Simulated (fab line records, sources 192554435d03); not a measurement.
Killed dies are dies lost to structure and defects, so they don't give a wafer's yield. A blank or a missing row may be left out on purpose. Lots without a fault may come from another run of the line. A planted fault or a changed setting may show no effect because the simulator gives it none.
Which tool did it? | flow n5_finfet | 24 lots, 72 wafers sampled, at 6 steps of a route of 1938

WHAT THE GAUGES READ, wafer by wafer
N5_FIN_SAQP_CD_MEAS_31: target cd 8 nm. Usual: cd_nm 8.09 nm, standard deviation 0.21.
lot  | measured    | on        | cd_nm (nm)     | flag
L074 | day 2 03:09 | cd_sem-01 | 7.91 8.03 7.96 |
L075 | day 2 08:43 | cd_sem-03 | 7.98 7.83 8.27 |
L076 | day 2 14:22 | cd_sem-03 | 7.98 8.09 7.85 |
L077 | day 2 20:20 | cd_sem-03 | 7.98 7.86 8.21 |
L078 | day 3 02:06 | cd_sem-02 | 7.69 8.22 7.93 |
L079 | day 3 07:29 | cd_sem-03 | 8.49 7.86 8.01 |
L080 | day 3 14:34 | cd_sem-02 | 7.92 8.09 8.05 |
L081 | day 3 21:36 | cd_sem-03 | 7.76 7.86 8.17 |
L082 | day 4 01:30 | cd_sem-02 | 7.97 8.09 7.89 |
L083 | day 4 08:29 | cd_sem-01 | 7.95 8.08 8.29 |
L084 | day 4 13:32 | cd_sem-01 | 8.34 7.83 7.91 |
L085 | day 4 21:06 | cd_sem-01 | 8.25 8.61 8.31 |
L086 | day 5 03:34 | cd_sem-01 | 7.99 8.02 8.23 |
L087 | day 5 08:24 | cd_sem-01 | 8.17 8.00 8.36 |
L088 | day 5 13:21 | cd_sem-03 | 7.95 8.05 7.97 |
L089 | day 5 19:22 | cd_sem-03 | 8.01 8.02 8.03 |
L090 | day 6 01:55 | cd_sem-01 | 8.29 8.22 7.81 |
L091 | day 6 08:37 | cd_sem-03 | 8.24 7.98 8.15 |
L092 | day 6 14:41 | cd_sem-01 | 8.02 8.05 7.87 |
L093 | day 6 20:58 | cd_sem-02 | 8.04 8.11 8.33 |
L094 | day 7 03:46 | cd_sem-02 | 7.89 8.28 7.88 |
L095 | day 7 08:05 | cd_sem-01 | 7.81 7.86 7.89 |
L096 | day 7 13:59 | cd_sem-01 | 8.31 7.85 8.25 |
L097 | day 7 20:05 | cd_sem-01 | 8.07 8.39 8.28 |

WHICH TOOL RAN EACH LOT (tool, then ch and the chambers of the sampled wafers, then the start)
lot  | N5_PMOS_HMC_CHANNEL_EPI_FIN_RECESS_16 | N5_FIN_SAQP_HM_DEP_72          | N5_FIN_SAQP_MANDREL_ETCH_22     | N5_FIN_SAQP_SPACER1_ALD_24       | N5_FIN_SAQP_ETCH_65
L074 | rie_si-01 ch 1,3, day 1 18:46         | pecvd-03 ch 0,2, day 1 22:05   | rie_si-04 ch 0,1,3, day 1 23:12 | ald_sin-01 ch 0,1,3, day 2 00:07 | rie_si-06 ch 0,2,3, day 2 01:41
L075 | rie_si-05 ch 0,3, day 2 00:02         | pecvd-04 ch 0,2, day 2 03:18   | rie_si-06 ch 0,1,3, day 2 04:25 | ald_sin-03 ch 0,2,3, day 2 05:28 | rie_si-06 ch 0,2, day 2 06:51
L076 | rie_si-05 ch 1,3, day 2 05:31         | pecvd-04 ch 0,1,2, day 2 08:47 | rie_si-04 ch 1,2,3, day 2 10:13 | ald_sin-02 ch 1,2,3, day 2 11:07 | rie_si-04 ch 0,2, day 2 12:28
L077 | rie_si-05 ch 0,1, day 2 12:35         | pecvd-02 ch 0,1,2, day 2 15:58 | rie_si-04 ch 1,2,3, day 2 16:52 | ald_sin-01 ch 0,2,3, day 2 17:46 | rie_si-04 ch 0,3, day 2 18:50
L078 | rie_si-01 ch 0,1,3, day 2 18:34       | pecvd-02 ch 0,1,2, day 2 21:43 | rie_si-02 ch 0,1,2, day 2 22:32 | ald_sin-03 ch 1,3, day 2 23:21   | rie_si-02 ch 0,1,2, day 3 00:25
L079 | rie_si-05 ch 1,3, day 2 23:44         | pecvd-04 ch 1,2, day 3 03:00   | rie_si-02 ch 1,2, day 3 03:50   | ald_sin-01 ch 2,3, day 3 04:38   | rie_si-06 ch 0,1,3, day 3 05:43
L080 | rie_si-01 ch 0,1, day 3 05:35         | pecvd-02 ch 1,2, day 3 08:44   | rie_si-04 ch 0,2,3, day 3 10:17 | ald_sin-03 ch 0,1,3, day 3 11:25 | rie_si-04 ch 0,2,3, day 3 12:51
L081 | rie_si-03 ch 0,1,2, day 3 12:11       | pecvd-04 ch 0,1,2, day 3 16:53 | rie_si-06 ch 0,2,3, day 3 17:35 | ald_sin-02 ch 0,1,3, day 3 18:58 | rie_si-06 ch 1,2,3, day 3 20:13
L082 | rie_si-03 ch 2,3, day 3 17:58         | pecvd-02 ch 1,2, day 3 21:08   | rie_si-02 ch 0,1,2, day 3 21:58 | ald_sin-01 ch 0,1, day 3 22:49   | rie_si-06 ch 0,2,3, day 4 00:02
L083 | rie_si-03 ch 0,1, day 4 00:20         | pecvd-03 ch 0,1,2, day 4 03:54 | rie_si-02 ch 0,3, day 4 04:43   | ald_sin-01 ch 1,2,3, day 4 06:01 | rie_si-04 ch 0,1, day 4 07:05
L084 | rie_si-01 ch 0,1,3, day 4 05:53       | pecvd-02 ch 1,2, day 4 09:17   | rie_si-06 ch 2,3, day 4 09:59   | ald_sin-02 ch 1,2,3, day 4 10:56 | rie_si-02 ch 0,2,3, day 4 12:05
L085 | rie_si-05 ch 2,3, day 4 11:36         | pecvd-03 ch 0,1, day 4 15:11   | rie_si-04 ch 0,3, day 4 16:03   | ald_sin-02 ch 2,3, day 4 17:28   | rie_si-04 ch 0,1,3, day 4 18:32
L086 | rie_si-05 ch 0,1,2, day 4 17:40       | pecvd-03 ch 1,2, day 4 21:46   | rie_si-04 ch 0,1,2, day 4 22:35 | ald_sin-02 ch 0,1,2, day 5 00:41 | rie_si-02 ch 1,3, day 5 01:49
L087 | rie_si-05 ch 0,1,3, day 5 00:38       | pecvd-02 ch 0,1,2, day 5 04:19 | rie_si-04 ch 0,1,3, day 5 05:01 | ald_sin-02 ch 0,1, day 5 05:50   | rie_si-02 ch 1,2,3, day 5 07:01
L088 | rie_si-05 ch 1,2, day 5 05:27         | pecvd-04 ch 0,1, day 5 08:49   | rie_si-06 ch 1,2,3, day 5 09:48 | ald_sin-02 ch 0,1,3, day 5 10:41 | rie_si-04 ch 0,3, day 5 11:45
L089 | rie_si-01 ch 1,3, day 5 11:33         | pecvd-04 ch 0,1,2, day 5 14:58 | rie_si-04 ch 0,2,3, day 5 16:02 | ald_sin-03 ch 0,2,3, day 5 16:52 | rie_si-02 ch 0,1,3, day 5 17:56
L090 | rie_si-05 ch 0,1,3, day 5 18:05       | pecvd-02 ch 0,1,2, day 5 21:19 | rie_si-02 ch 0,2,3, day 5 22:32 | ald_sin-01 ch 0,2,3, day 5 23:20 | rie_si-04 ch 0,2,3, day 6 00:25
L091 | rie_si-05 ch 1,3, day 6 00:52         | pecvd-02 ch 1,2, day 6 04:02   | rie_si-06 ch 0,1,3, day 6 04:52 | ald_sin-03 ch 1,2, day 6 06:06   | rie_si-02 ch 0,2, day 6 07:13
L092 | rie_si-03 ch 2,3, day 6 06:03         | pecvd-03 ch 0,1,2, day 6 09:26 | rie_si-04 ch 2,3, day 6 10:24   | ald_sin-01 ch 0,1,2, day 6 11:49 | rie_si-02 ch 0,1,2, day 6 13:06
L093 | rie_si-05 ch 0,1,3, day 6 11:59       | pecvd-02 ch 0,1, day 6 16:03   | rie_si-04 ch 0,1,3, day 6 16:46 | ald_sin-03 ch 2,3, day 6 18:21   | rie_si-02 ch 0,1,2, day 6 19:25
L094 | rie_si-01 ch 0,1,3, day 6 19:21       | pecvd-03 ch 0,1,2, day 6 22:47 | rie_si-04 ch 0,1,3, day 6 23:37 | ald_sin-01 ch 1,2,3, day 7 00:25 | rie_si-02 ch 1,2,3, day 7 01:46
L095 | rie_si-01 ch 0,1,3, day 7 00:18       | pecvd-02 ch 0,1,2, day 7 03:50 | rie_si-06 ch 0,1,2, day 7 04:40 | ald_sin-03 ch 1,2,3, day 7 05:31 | rie_si-04 ch 0,2,3, day 7 06:36
L096 | rie_si-03 ch 0,1,3, day 7 05:44       | pecvd-02 ch 0,1, day 7 09:06   | rie_si-04 ch 2,3, day 7 10:31   | ald_sin-02 ch 1,2,3, day 7 11:19 | rie_si-02 ch 1,2,3, day 7 12:36
L097 | rie_si-05 ch 1,2,3, day 7 11:35       | pecvd-03 ch 0,1,2, day 7 14:48 | rie_si-02 ch 0,2,3, day 7 15:31 | ald_sin-01 ch 0,2,3, day 7 16:55 | rie_si-04 ch 0,1,2, day 7 18:06
- N5_PMOS_HMC_CHANNEL_EPI_FIN_RECESS_16: chemistry HBr/Cl2, target Si, target depth 54 nm, time 18 s.
- N5_FIN_SAQP_HM_DEP_72: deposits SiO2 from SiH4/N2O, target thk 12 nm, time 7.2 s.
- N5_FIN_SAQP_MANDREL_ETCH_22: etches a-Si in HBr/Cl2, stops on SiNx, target depth 60 nm, bt time 10 s, time 30 s.
- N5_FIN_SAQP_SPACER1_ALD_24: deposits SiO2, target thk 20.3 nm, pulse time 1 s, purge time 2 s.
- N5_FIN_SAQP_ETCH_65: etches SiO2 in CF4, target depth 4 nm, time 4.4 s.

WHAT THE TOOLS THEMSELVES READ (means of the sampled wafers that have a number; where no wafer has one, the mark that the record gives instead)
N5_PMOS_HMC_CHANNEL_EPI_FIN_RECESS_16. Usual: drypump_motor_current_A 5.6 A, standard deviation 0.49; mfc_cl2_sccm 80.00 sccm, standard deviation 0.21; oes_product_au 1.007 a.u., standard deviation 0.016; throttle_valve_pct 35.34 %, standard deviation 0.28.
lot  | tool      | drypump_motor_current_A (A) | mfc_cl2_sccm (sccm) | oes_product_au (a.u.) | throttle_valve_pct (%) | flag
L074 | rie_si-01 | 5.7                         | 80.18               | 1.004                 | 35.07                  |
L075 | rie_si-05 | 5.6                         | 79.83               | 1.004                 | 35.68                  |
L076 | rie_si-05 | 5.4                         | 79.94               | 0.998                 | 35.51                  |
L077 | rie_si-05 | 5.7                         | 80.39               | 1.014                 | 35.34                  |
L078 | rie_si-01 | 5.7                         | 80.05               | 1.009                 | 35.26                  |
L079 | rie_si-05 | 5.4                         | 80.04               | 1.006                 | 35.24                  |
L080 | rie_si-01 | 5.8                         | 80.16               | 1.018                 | 35.20                  |
L081 | rie_si-03 | 5.7                         | 80.01               | 0.994                 | 35.29                  |
L082 | rie_si-03 | 5.9                         | 80.05               | 0.994                 | 35.25                  |
L083 | rie_si-03 | 5.5                         | 79.97               | 0.985                 | 35.51                  |
L084 | rie_si-01 | 5.7                         | 79.88               | 1.008                 | 35.25                  |
L085 | rie_si-05 | 4.9                         | 79.84               | 1.010                 | 35.36                  |
L086 | rie_si-05 | 5.3                         | 80.02               | 1.018                 | 35.22                  |
L087 | rie_si-05 | 5.6                         | 80.25               | 1.009                 | 35.42                  |
L088 | rie_si-05 | 4.9                         | 79.77               | 1.018                 | 35.10                  |
L089 | rie_si-01 | 5.7                         | 80.09               | 1.008                 | 35.07                  |
L090 | rie_si-05 | 5.6                         | 80.19               | 1.002                 | 35.43                  |
L091 | rie_si-05 | 5.4                         | 80.03               | 1.002                 | 35.50                  |
L092 | rie_si-03 | 6.1                         | 80.08               | 1.007                 | 35.43                  |
L093 | rie_si-05 | 5.6                         | 79.73               | 1.007                 | 35.42                  |
L094 | rie_si-01 | 5.7                         | 80.05               | 0.999                 | 35.25                  |
L095 | rie_si-01 | 5.7                         | 80.18               | 1.013                 | 35.24                  |
L096 | rie_si-03 | 6.0                         | 80.23               | 0.996                 | 35.48                  |
L097 | rie_si-05 | 5.2                         | 80.12               | 1.009                 | 35.31                  |

N5_FIN_SAQP_HM_DEP_72. Usual: heater_power_w 773 W, standard deviation 91; showerhead_plenum_p_Torr 8.10 Torr, standard deviation 0.14.
lot  | tool     | heater_power_w (W) | showerhead_plenum_p_Torr (Torr) | flag
L074 | pecvd-03 | 803                | 8.08                            |
L075 | pecvd-04 | 709                | 8.05                            |
L076 | pecvd-04 | 812                | 8.05                            |
L077 | pecvd-02 | 747                | 8.08                            |
L078 | pecvd-02 | 734                | 8.08                            |
L079 | pecvd-04 | 870                | 8.07                            |
L080 | pecvd-02 | 681                | 8.10                            |
L081 | pecvd-04 | 803                | 8.05                            |
L082 | pecvd-02 | 720                | 8.21                            |
L083 | pecvd-03 | 795                | 8.14                            |
L084 | pecvd-02 | 730                | 8.21                            |
L085 | pecvd-03 | 826                | 8.21                            |
L086 | pecvd-03 | 754                | 8.14                            |
L087 | pecvd-02 | 687                | 8.09                            |
L088 | pecvd-04 | 769                | 8.05                            |
L089 | pecvd-04 | 858                | 8.06                            |
L090 | pecvd-02 | 725                | 8.08                            |
L091 | pecvd-02 | 726                | 8.22                            |
L092 | pecvd-03 | 776                | 8.15                            |
L093 | pecvd-02 | 760                | 8.07                            |
L094 | pecvd-03 | 800                | 8.15                            |
L095 | pecvd-02 | 766                | 8.07                            |
L096 | pecvd-02 | 798                | 8.08                            |
L097 | pecvd-03 | 836                | 8.15                            |

N5_FIN_SAQP_MANDREL_ETCH_22. Usual: drypump_motor_current_A 5.6 A, standard deviation 0.47; mfc_cl2_sccm 79.97 sccm, standard deviation 0.25; oes_product_au 0.776 a.u., standard deviation 0.011; throttle_valve_pct 35.21 %, standard deviation 0.3.
lot  | tool      | drypump_motor_current_A (A) | mfc_cl2_sccm (sccm) | oes_product_au (a.u.) | throttle_valve_pct (%) | flag
L074 | rie_si-04 | 5.7                         | 79.99               | 0.777                 | 35.02                  |
L075 | rie_si-06 | 5.4                         | 80.24               | 0.774                 | 35.12                  |
L076 | rie_si-04 | 5.7                         | 79.89               | 0.774                 | 35.24                  |
L077 | rie_si-04 | 5.7                         | 80.03               | 0.769                 | 35.24                  |
L078 | rie_si-02 | 5.6                         | 79.89               | 0.785                 | 35.18                  |
L079 | rie_si-02 | 5.7                         | 80.00               | 0.789                 | 35.31                  |
L080 | rie_si-04 | 5.7                         | 80.14               | 0.773                 | 35.25                  |
L081 | rie_si-06 | 5.3                         | 79.88               | 0.768                 | 35.34                  |
L082 | rie_si-02 | 5.6                         | 79.90               | 0.783                 | 35.20                  |
L083 | rie_si-02 | 5.3                         | 80.03               | 0.791                 | 35.33                  |
L084 | rie_si-06 | 5.3                         | 80.12               | 0.768                 | 35.47                  |
L085 | rie_si-04 | 5.7                         | 79.81               | 0.774                 | 35.02                  |
L086 | rie_si-04 | 5.5                         | 80.02               | 0.776                 | 35.03                  |
L087 | rie_si-04 | 5.7                         | 80.02               | 0.779                 | 34.96                  |
L088 | rie_si-06 | 5.8                         | 79.99               | 0.774                 | 35.37                  |
L089 | rie_si-04 | 5.7                         | 80.00               | 0.777                 | 35.24                  |
L090 | rie_si-02 | 5.5                         | 80.20               | 0.782                 | 35.20                  |
L091 | rie_si-06 | 5.4                         | 79.91               | 0.764                 | 35.12                  |
L092 | rie_si-04 | 5.8                         | 80.14               | 0.770                 | 35.48                  |
L093 | rie_si-04 | 5.7                         | 80.06               | 0.775                 | 34.98                  |
L094 | rie_si-04 | 5.7                         | 79.84               | 0.764                 | 35.01                  |
L095 | rie_si-06 | 5.9                         | 79.87               | 0.776                 | 35.28                  |
L096 | rie_si-04 | 6.0                         | 79.72               | 0.762                 | 35.43                  |
L097 | rie_si-02 | 5.5                         | 79.85               | 0.782                 | 35.19                  |

N5_FIN_SAQP_SPACER1_ALD_24. Usual: heater_power_w 453 W, standard deviation 46; precursor_pulse_height_rel 0.999, standard deviation 0.022.
lot  | tool       | heater_power_w (W) | precursor_pulse_height_rel | flag
L074 | ald_sin-01 | 450                | 1.009                      |
L075 | ald_sin-03 | 435                | 1.007                      |
L076 | ald_sin-02 | 486                | 0.987                      |
L077 | ald_sin-01 | 460                | 1.023                      |
L078 | ald_sin-03 | 453                | 0.987                      |
L079 | ald_sin-01 | 495                | 1.000                      |
L080 | ald_sin-03 | 420                | 1.002                      |
L081 | ald_sin-02 | 490                | 0.983                      |
L082 | ald_sin-01 | 425                | 0.993                      |
L083 | ald_sin-01 | 451                | 0.998                      |
L084 | ald_sin-02 | 477                | 1.024                      |
L085 | ald_sin-02 | 493                | 1.001                      |
L086 | ald_sin-02 | 477                | 0.989                      |
L087 | ald_sin-02 | 479                | 1.010                      |
L088 | ald_sin-02 | 495                | 0.998                      |
L089 | ald_sin-03 | 443                | 1.006                      |
L090 | ald_sin-01 | 459                | 0.988                      |
L091 | ald_sin-03 | 389                | 0.991                      |
L092 | ald_sin-01 | 428                | 0.997                      |
L093 | ald_sin-03 | 473                | 0.962                      |
L094 | ald_sin-01 | 444                | 0.993                      |
L095 | ald_sin-03 | 432                | 0.995                      |
L096 | ald_sin-02 | 482                | 0.999                      |
L097 | ald_sin-01 | 463                | 0.985                      |

N5_FIN_SAQP_ETCH_65. Usual: cf4_flow_sccm 79.98 sccm, standard deviation 0.22; drypump_motor_current_A 5.6 A, standard deviation 0.45; oes_product_au 1.018 a.u., standard deviation 0.015; throttle_valve_pct 21.68 %, standard deviation 0.22.
lot  | tool      | cf4_flow_sccm (sccm) | drypump_motor_current_A (A) | oes_product_au (a.u.) | throttle_valve_pct (%) | flag
L074 | rie_si-06 | 79.92                | 5.3                         | 1.012                 | 21.79                  |
L075 | rie_si-06 | 80.18                | 5.8                         | 1.008                 | 21.86                  |
L076 | rie_si-04 | 80.12                | 5.4                         | 1.022                 | 21.57                  |
L077 | rie_si-04 | 79.79                | 5.9                         | 1.017                 | 21.71                  |
L078 | rie_si-02 | 79.90                | 5.6                         | 1.030                 | 21.68                  |
L079 | rie_si-06 | 79.97                | 5.3                         | 1.016                 | 21.62                  |
L080 | rie_si-04 | 79.87                | 5.7                         | 1.006                 | 21.70                  |
L081 | rie_si-06 | 80.17                | 5.8                         | 1.022                 | 21.83                  |
L082 | rie_si-06 | 80.08                | 5.3                         | 1.006                 | 21.80                  |
L083 | rie_si-04 | 79.95                | 5.5                         | 1.005                 | 21.33                  |
L084 | rie_si-02 | 79.95                | 5.5                         | 1.020                 | 21.66                  |
L085 | rie_si-04 | 79.91                | 5.8                         | 1.010                 | 21.51                  |
L086 | rie_si-02 | 79.93                | 5.4                         | 1.029                 | 21.87                  |
L087 | rie_si-02 | 79.81                | 5.6                         | 1.028                 | 21.75                  |
L088 | rie_si-04 | 79.93                | 5.9                         | 1.008                 | 21.71                  |
L089 | rie_si-02 | 80.14                | 5.4                         | 1.021                 | 21.78                  |
L090 | rie_si-04 | 79.95                | 5.7                         | 1.021                 | 21.70                  |
L091 | rie_si-02 | 79.95                | 5.7                         | 1.037                 | 21.56                  |
L092 | rie_si-02 | 79.86                | 5.6                         | 1.027                 | 21.68                  |
L093 | rie_si-02 | 79.80                | 5.5                         | 1.040                 | 21.69                  |
L094 | rie_si-02 | 80.09                | 5.6                         | 1.030                 | 21.75                  |
L095 | rie_si-04 | 80.07                | 5.7                         | 1.013                 | 21.71                  |
L096 | rie_si-02 | 79.80                | 5.6                         | 1.021                 | 21.76                  |
L097 | rie_si-04 | 80.01                | 5.5                         | 1.005                 | 21.51                  |

THE ANSWER, worked out from the rows above alone
Rule: a lot is off if the mean of its wafers that have a number lies more than 3 standard deviations from the usual mean. A lot without any number at a reading at which 4 lots or more have one is off too. The other lots that the step has rows for count as sound. The gauges are gone through in route order, then the tools' own readings, and for those a lot's mean is taken as printed above. The first step at which some lot is off is used, and at that step the reading that is off furthest; a lot without a number counts as furthest.
No lot is off at any reading shown: from this, nothing can be told.

WHAT THE SIMULATOR HAD PUT IN
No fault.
